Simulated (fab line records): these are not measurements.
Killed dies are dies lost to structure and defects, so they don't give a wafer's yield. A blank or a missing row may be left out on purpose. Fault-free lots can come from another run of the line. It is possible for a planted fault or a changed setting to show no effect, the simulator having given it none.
Matching of chambers	flow n5_finfet	N5_MOL_CONTACT_COAG_ETCH_110 on rie_diel-04: 4 sister chambers
The step etches Si in CF4/O2, target depth 2.5 nm, time 8 s. 4 wafers are shown with their chamber, then 9 later ones without.

WAFERS, EACH WITH ITS CHAMBER
wafer	chamber	showerhead_plenum_p_Torr (Torr)
L082.1	0	2.17
L086.1	1	2.25
L090.1	3	2.22
L090.6	2	2.12

WAFERS WITHOUT THEIR CHAMBER
wafer	showerhead_plenum_p_Torr (Torr)
L094.2	2.16
L094.3	2.22
L094.5	2.16
L095.1	2.12
L095.2	2.22
L095.4	2.24
L096.2	2.12
L096.3	2.24
L096.4	2.22

CHAMBER TAKEN BY EACH
wafer	from the rows above	in truth
L094.2	0	0
L094.3	3	3
L094.5	0	0
L095.1	2	2
L095.2	3	3
L095.4	can't be placed: 1 or 3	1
L096.2	2	2
L096.3	can't be placed: 1 or 3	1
L096.4	3	3
Placed correctly: 7 of 9. Can't be placed from these rows: 2 (the true chamber is among the candidates in 2). 0 placed wrongly.
How it was worked out, from the rows above alone: a wafer's distance from a chamber is the root of the sum, over the readings, of the square of ((its reading less the chamber's mean) divided by the reading's scatter). If the next closest chamber is less than 2 further off than the closest, the wafer can't be placed; otherwise it belongs to the closest. Each chamber's mean is taken over the wafers shown for it. The scatter: with one shown wafer a chamber, the root of the mean of the squares of how far each hidden wafer lies from its nearest shown one.
